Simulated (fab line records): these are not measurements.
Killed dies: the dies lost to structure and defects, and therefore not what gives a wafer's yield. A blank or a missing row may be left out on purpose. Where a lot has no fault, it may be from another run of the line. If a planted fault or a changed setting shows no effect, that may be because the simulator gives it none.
fab line records + flow n5Finfet
record:
- lots: 7
- wafers: 39
route steps=1938 shown BEOL_M15@1773 MIM_TOP@1838
startH: hours from the record's opening day to when the first of the lot's shown wafers began + waitH: hours since the lot's step before + " unchanged from the row above + L1.1+2: a row that stands for several wafers + - value missing, or start not given + * or withheld: withheld + < > ~ a bound
route shown NAME@n: names a module that has steps shown in the file, with the first one's number in the route + usual: mean and standard deviation over wafers with no fault + same: alike in all rows + chamber/n: place in a boat + sites: per-site readings + _std_site: the standard deviation of these + _edge_site: outer sites' mean less inner sites' + radiusMm: for every site, how far away it sits from the centre of the wafer + mask NAME#n: copy n + behind: the tool/chamber that last shaped the wafer + hold: why the lot was held/for how many hours/how that ended + device: transistor that didn't switch, given as n, p or np + end of line: the route-end tests of the same wafers + step lacking rows: just its recipe + killed: count of dies lost to structure and defects at first sort (not the wafer's yield) + map: a wafer's dies, x killed, . not, _ none there
set.NAME: the setting that was run; set.NAME@STEP: the one run at that earlier step + model.NAME: the simulator's own value behind a step, which no gauge read
lots with deliberately changed settings; one table per step, one row per wafer
== steps ==
step: N5_BEOL_M15_ILD_DEP_00
recipe:
- material: SiO2
- targetThkA: 16293
- tempC: 400
- precursor: TEOS/O2
- pressureTorr: 6.5
- rfW: 900
- teosFlowSccm: 161.4
- gas: O2
- flowSccm: 2650
- timeS: 346.1
| lot.wafer | tool     | chamber | startH | waitH | set.targetThkA | model.SiO2_of_BEOL_M15_ILD_DEP_00.thkNm |
|-----------|----------|---------|--------|-------|----------------|-----------------------------------------|
| L077.1    | pecvd-02 | 2       | 294.03 | 0.0   | 16293          | 1599                                    |
| L077.2    | "        | 0       | "      | "     | 10180          | 993.6                                   |
| L077.3    | "        | 0       | "      | "     | 10180          | 1034                                    |
| L077.4    | "        | 2       | "      | "     | 16293          | 1638                                    |
| L077.5    | "        | 0       | "      | "     | 10180          | 1024                                    |
| L077.6    | "        | 2       | "      | "     | 16293          | 1642                                    |
| L082.1    | pecvd-02 | 1       | 353.48 | 0.0   | 16293          | 1601                                    |
| L082.2    | "        | 2       | "      | "     | 16293          | 1604                                    |
| L082.4    | "        | 2       | "      | "     | 16293          | 1641                                    |
| L083.1    | pecvd-01 | 0       | 355.35 | 0.0   | 18820          | 1881                                    |
| L083.2    | "        | 1       | "      | "     | 18820          | 1862                                    |
| L083.3    | "        | 2       | "      | "     | 16293          | 1650                                    |
| L083.4    | "        | 2       | "      | "     | 18820          | 1922                                    |
| L083.5    | "        | 1       | "      | "     | 16293          | 1630                                    |
| L083.6    | "        | 0       | "      | "     | 16293          | 1670                                    |
| L086.1    | pecvd-01 | 2       | 356.64 | 0.0   | 16293          | 1606                                    |
| L086.2    | "        | 0       | "      | "     | 16293          | 1605                                    |
| L086.3    | "        | 1       | "      | "     | 25430          | 2469                                    |
| L086.4    | "        | 2       | "      | "     | 25430          | 2547                                    |
| L086.5    | "        | 0       | "      | "     | 25430          | 2548                                    |
| L086.6    | "        | 1       | "      | "     | 16293          | 1607                                    |
| L091.1    | pecvd-04 | 0       | 384.49 | 0.0   | 16293          | 1585                                    |
| L091.2    | "        | 2       | "      | "     | 16293          | 1589                                    |
| L091.3+4  | "        | 2,0     | "      | "     | 16293          | 1627                                    |
| L091.5    | "        | 0       | "      | "     | 16293          | 1635                                    |
| L091.6    | "        | 2       | "      | "     | 16293          | 1636                                    |
| L093.1    | pecvd-01 | 1       | 392.42 | 0.0   | 16293          | 1580                                    |
| L093.2+4  | "        | 0,2     | "      | "     | 16293          | 1614                                    |
| L093.3    | "        | 2       | "      | "     | 16293          | 1596                                    |
| L093.5    | "        | 1       | "      | "     | 16293          | 1593                                    |
| L093.6    | "        | 0       | "      | "     | 16293          | 1630                                    |
| L095.1    | pecvd-04 | 2       | 422.20 | 0.0   | 16293          | 1611                                    |
| L095.2    | "        | 0       | "      | "     | 13780          | 1368                                    |
| L095.3    | "        | 1       | "      | "     | 16293          | 1601                                    |
| L095.4    | "        | 0       | "      | "     | 16293          | 1654                                    |
| L095.5    | "        | 2       | "      | "     | 13780          | 1383                                    |
| L095.6    | "        | 1       | "      | "     | 13780          | 1386                                    |
step: N5_BEOL_M15_THK_MEAS_01
recipe:
- reads: SiO2_of_BEOL_M15_ILD_DEP_00
usual:
- M15_ILD_THK: 1625/22
| lot.wafer | tool         | chamber | startH | waitH | set.targetThkA@BEOL_M15_ILD_DEP_00 | M15_ILD_THK[nm] |
|-----------|--------------|---------|--------|-------|------------------------------------|-----------------|
| L077.1    | filmMetro-02 | -       | 294.39 | 0.2   | 16293                              | 1598            |
| L077.2    | "            | -       | "      | "     | 10180                              | 994             |
| L077.3    | "            | -       | "      | "     | 10180                              | 1034            |
| L077.4    | "            | -       | "      | "     | 16293                              | 1638            |
| L077.5    | "            | -       | "      | "     | 10180                              | 1024            |
| L077.6    | "            | -       | "      | "     | 16293                              | 1642            |
| L082.1    | filmMetro-01 | -       | 353.73 | 0.1   | 16293                              | 1601            |
| L082.2    | "            | -       | "      | "     | 16293                              | 1603            |
| L082.4    | "            | -       | "      | "     | 16293                              | 1642            |
| L083.1    | filmMetro-01 | -       | 355.60 | 0.1   | 18820                              | 1884            |
| L083.2    | "            | -       | "      | "     | 18820                              | 1862            |
| L083.3    | "            | -       | "      | "     | 16293                              | 1651            |
| L083.4    | "            | -       | "      | "     | 18820                              | 1922            |
| L083.5    | "            | -       | "      | "     | 16293                              | 1631            |
| L083.6    | "            | -       | "      | "     | 16293                              | 1669            |
| L086.1    | filmMetro-02 | -       | 356.89 | 0.1   | 16293                              | 1605            |
| L086.2    | "            | -       | "      | "     | 16293                              | 1605            |
| L086.3    | "            | -       | "      | "     | 25430                              | 2467            |
| L086.4    | "            | -       | "      | "     | 25430                              | 2547            |
| L086.5    | "            | -       | "      | "     | 25430                              | 2548            |
| L086.6    | "            | -       | "      | "     | 16293                              | 1606            |
| L091.1    | filmMetro-01 | -       | 384.84 | 0.2   | 16293                              | 1586            |
| L091.2    | "            | -       | "      | "     | 16293                              | 1589            |
| L091.3    | "            | -       | "      | "     | 16293                              | 1628            |
| L091.4    | "            | -       | "      | "     | 16293                              | 1627            |
| L091.5    | "            | -       | "      | "     | 16293                              | 1636            |
| L091.6    | "            | -       | "      | "     | 16293                              | 1637            |
| L093.1    | filmMetro-01 | -       | 392.67 | 0.1   | 16293                              | 1580            |
| L093.2    | "            | -       | "      | "     | 16293                              | 1613            |
| L093.3    | "            | -       | "      | "     | 16293                              | 1595            |
| L093.4    | "            | -       | "      | "     | 16293                              | 1614            |
| L093.5    | "            | -       | "      | "     | 16293                              | 1593            |
| L093.6    | "            | -       | "      | "     | 16293                              | 1629            |
| L095.1    | filmMetro-01 | -       | 422.45 | 0.1   | 16293                              | 1612            |
| L095.2    | "            | -       | "      | "     | 13780                              | 1367            |
| L095.3    | "            | -       | "      | "     | 16293                              | 1603            |
| L095.4    | "            | -       | "      | "     | 16293                              | 1653            |
| L095.5    | "            | -       | "      | "     | 13780                              | 1382            |
| L095.6    | "            | -       | "      | "     | 13780                              | 1387            |
step: N5_BEOL_M15_COAT_58
recipe:
- resist: BARC
- tempC: 205
- timeS: 60
- spinRpm: 1500
- resistThkNm: 89
step: N5_BEOL_M15_COAT_04
recipe:
- spinRpm: 1704
- resistThkNm: 800
step: N5_BEOL_M15_DESCUM_15
recipe:
- chemistry: O2
- timeS: 7.9
- sourcePowerW: 50
- biasPowerW: 20
- pressureMtorr: 20
- rfFrequencyHz: 2.712e+07
- tempC: 40
- o2FlowSccm: 225
step: N5_BEOL_M15_ETCH_59
recipe:
- chemistry: N2/H2
- target: BARC
- targetDepthA: 890
- overetchA: 267
- timeS: 67.9
- ionEnergyEv: 200
- pressureMtorr: 30
- sourceW: 840
- biasW: 150
- n2FlowSccm: 200
- h2FlowSccm: 200
step: N5_BEOL_M15_VIA_ETCH_16
recipe:
- chemistry: C4F8/O2/Ar
- target: SiO2
- heInnerTorr: 15
- heOuterTorr: 30
- targetDepthA: 17922
- timeS: withheld
- ionEnergyEv: 800
- pressureMtorr: 20
- sourceW: 1905
- biasW: 2040
- Ar_flow_sccm: 400
- C4F8_flow_sccm: 16
- O2_flow_sccm: 12
- ends: cleared
| lot.wafer | tool       | chamber | startH | waitH | set.targetThkA@BEOL_M15_ILD_DEP_00 | model.etch.depthNm | model.coat_of_BEOL_M15_COAT_04.thkNm |
|-----------|------------|---------|--------|-------|------------------------------------|--------------------|--------------------------------------|
| L077.1    | rieDiel-01 | 2       | 294.99 | 0.0   | 16293                              | 1599               | 339.2                                |
| L077.2    | "          | 1       | "      | "     | 10180                              | 993.5              | 479.4                                |
| L077.3    | "          | 0       | "      | "     | 10180                              | 1034               | 472.8                                |
| L077.4    | "          | 3       | "      | "     | 16293                              | 1638               | 329.4                                |
| L077.5    | "          | 3       | "      | "     | 10180                              | 1024               | 472                                  |
| L077.6    | "          | 2       | "      | "     | 16293                              | 1642               | 327.6                                |
| L082.1    | rieDiel-06 | 2       | 354.20 | 0.0   | 16293                              | 1601               | 349.8                                |
| L082.2    | "          | 0       | "      | "     | 16293                              | 1604               | 344.4                                |
| L082.4    | "          | 3       | "      | "     | 16293                              | 1641               | 323                                  |
| L083.1    | rieDiel-03 | 3       | 356.20 | 0.0   | 18820                              | 1881               | 280.2                                |
| L083.2    | "          | 1       | "      | "     | 18820                              | 1862               | 275.4                                |
| L083.3    | "          | 2       | "      | "     | 16293                              | 1650               | 325.8                                |
| L083.4    | "          | 0       | "      | "     | 18820                              | 1922               | 272.6                                |
| L083.5    | "          | 1       | "      | "     | 16293                              | 1630               | 333                                  |
| L083.6    | "          | 0       | "      | "     | 16293                              | 1670               | 334.2                                |
| L086.1    | rieDiel-03 | 3       | 357.58 | 0.0   | 16293                              | 1606               | 339                                  |
| L086.2    | "          | 2       | "      | "     | 16293                              | 1605               | 332.6                                |
| L086.3    | "          | 1       | "      | "     | 25430                              | 2469               | 130.2                                |
| L086.4    | "          | 0       | "      | "     | 25430                              | 2547               | 122.8                                |
| L086.5    | "          | 1       | "      | "     | 25430                              | 2548               | 110.8                                |
| L086.6    | "          | 0       | "      | "     | 16293                              | 1607               | 342                                  |
| L091.1    | rieDiel-01 | 3       | 385.32 | 0.0   | 16293                              | 1585               | 348                                  |
| L091.2    | "          | 2       | "      | "     | 16293                              | 1589               | 344.4                                |
| L091.3    | "          | 0       | "      | "     | 16293                              | 1627               | 334.6                                |
| L091.4    | "          | 2       | "      | "     | 16293                              | 1627               | 336.6                                |
| L091.5    | "          | 0       | "      | "     | 16293                              | 1635               | 332.8                                |
| L091.6    | "          | 3       | "      | "     | 16293                              | 1636               | 335.4                                |
| L093.1    | rieDiel-06 | 1       | 394.09 | 0.0   | 16293                              | 1580               | 333                                  |
| L093.2    | "          | 0       | "      | "     | 16293                              | 1614               | 344                                  |
| L093.3    | "          | 2       | "      | "     | 16293                              | 1596               | 355.2                                |
| L093.4    | "          | 1       | "      | "     | 16293                              | 1614               | 322.8                                |
| L093.5    | "          | 0       | "      | "     | 16293                              | 1593               | 348.4                                |
| L093.6    | "          | 2       | "      | "     | 16293                              | 1630               | 346                                  |
| L095.1    | rieDiel-01 | 2       | 424.73 | 0.0   | 16293                              | 1611               | 337.6                                |
| L095.2    | "          | 3       | "      | "     | 13780                              | 1368               | 399.8                                |
| L095.3    | "          | 1       | "      | "     | 16293                              | 1601               | 334.6                                |
| L095.4    | "          | 2       | "      | "     | 16293                              | 1654               | 329.4                                |
| L095.5    | "          | 3       | "      | "     | 13780                              | 1383               | 393.8                                |
| L095.6    | "          | 1       | "      | "     | 13780                              | 1386               | 386                                  |
step: N5_MIM_TOP_SPUTTER_03
recipe:
- material: TiN
- targetThkA: 350
- tempC: 200
- powerW: 3000
- chamberPressurePa: 0.49996
- gas: Ar
- reactivePartialPa: 0.37997
- timeS: 89.7
| lot.wafer  | tool          | chamber | startH | waitH | set.timeS | model.TiN_of_MIM_TOP_SPUTTER_03.thkNm |
|------------|---------------|---------|--------|-------|-----------|---------------------------------------|
| L077.1+3   | pvdSputter-02 | -       | 313.38 | 0.0   | 69.68     | 27.4                                  |
| L077.2     | "             | -       | "      | "     | 69.68     | 27                                    |
| L077.4     | "             | -       | "      | "     | 89.7      | 34.6                                  |
| L077.5     | "             | -       | "      | "     | 89.7      | 34.8                                  |
| L077.6     | "             | -       | "      | "     | 89.7      | 35.2                                  |
| L082.1     | pvdSputter-02 | -       | 361.10 | 0.0   | 89.7      | 34.8                                  |
| L082.2     | "             | -       | "      | "     | 89.7      | 35                                    |
| L082.4     | "             | -       | "      | "     | 89.7      | 35.4                                  |
| L083.1+2   | pvdSputter-01 | -       | 364.96 | 0.0   | 89.7      | 34                                    |
| L083.3+4+6 | "             | -       | "      | "     | 89.7      | 34.2                                  |
| L083.5     | "             | -       | "      | "     | 89.7      | 34.4                                  |
| L086.1     | pvdSputter-03 | -       | 366.64 | 0.0   | 36.55     | 14.2                                  |
| L086.2+6   | "             | -       | "      | "     | 89.7      | 35.2                                  |
| L086.3     | "             | -       | "      | "     | 89.7      | 35                                    |
| L086.4+5   | "             | -       | "      | "     | 36.55     | 14.6                                  |
| L091.1     | pvdSputter-01 | -       | 397.88 | 0.0   | 89.7      | 35.6                                  |
| L091.2+3+5 | "             | -       | "      | "     | 109.7     | 42.8                                  |
| L091.4     | "             | -       | "      | "     | 89.7      | 35                                    |
| L091.6     | "             | -       | "      | "     | 89.7      | 34.8                                  |
| L093.1+5   | pvdSputter-02 | -       | 405.83 | 0.0   | 57.76     | 23.4                                  |
| L093.2+6   | "             | -       | "      | "     | 89.7      | 35.4                                  |
| L093.3     | "             | -       | "      | "     | 57.76     | 22.8                                  |
| L093.4     | "             | -       | "      | "     | 89.7      | 36                                    |
| L095.1     | pvdSputter-01 | -       | 431.67 | 0.0   | 72.66     | 27.8                                  |
| L095.2     | "             | -       | "      | "     | 89.7      | 35                                    |
| L095.3     | "             | -       | "      | "     | 89.7      | 34.2                                  |
| L095.4+6   | "             | -       | "      | "     | 72.66     | 27.6                                  |
| L095.5     | "             | -       | "      | "     | 89.7      | 34.6                                  |
== key ==
split:
- step: N5_BEOL_M15_ILD_DEP_00
- setting: targetThkA
- stated: 16293
- by: wafer
response:
- step: N5_BEOL_M15_ILD_DEP_00
- reading: model.SiO2_of_BEOL_M15_ILD_DEP_00.thkNm
- change: +16.2
- per: 1%
- r: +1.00
response:
- step: N5_BEOL_M15_THK_MEAS_01
- reading: M15_ILD_THK
- change: +16.2
- per: 1%
- r: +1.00
response:
- step: N5_BEOL_M15_VIA_ETCH_16
- reading: model.etch.depthNm
- change: +16.2
- per: 1%
- r: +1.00
response:
- step: N5_BEOL_M15_VIA_ETCH_16
- reading: model.coat_of_BEOL_M15_COAT_04.thkNm
- change: -3.83
- per: 1%
- r: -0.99
split:
- step: N5_MIM_TOP_SPUTTER_03
- setting: timeS
- stated: 89.7
- by: wafer
response:
- step: N5_MIM_TOP_SPUTTER_03
- reading: model.TiN_of_MIM_TOP_SPUTTER_03.thkNm
- change: +0.349
- per: 1%
- r: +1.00
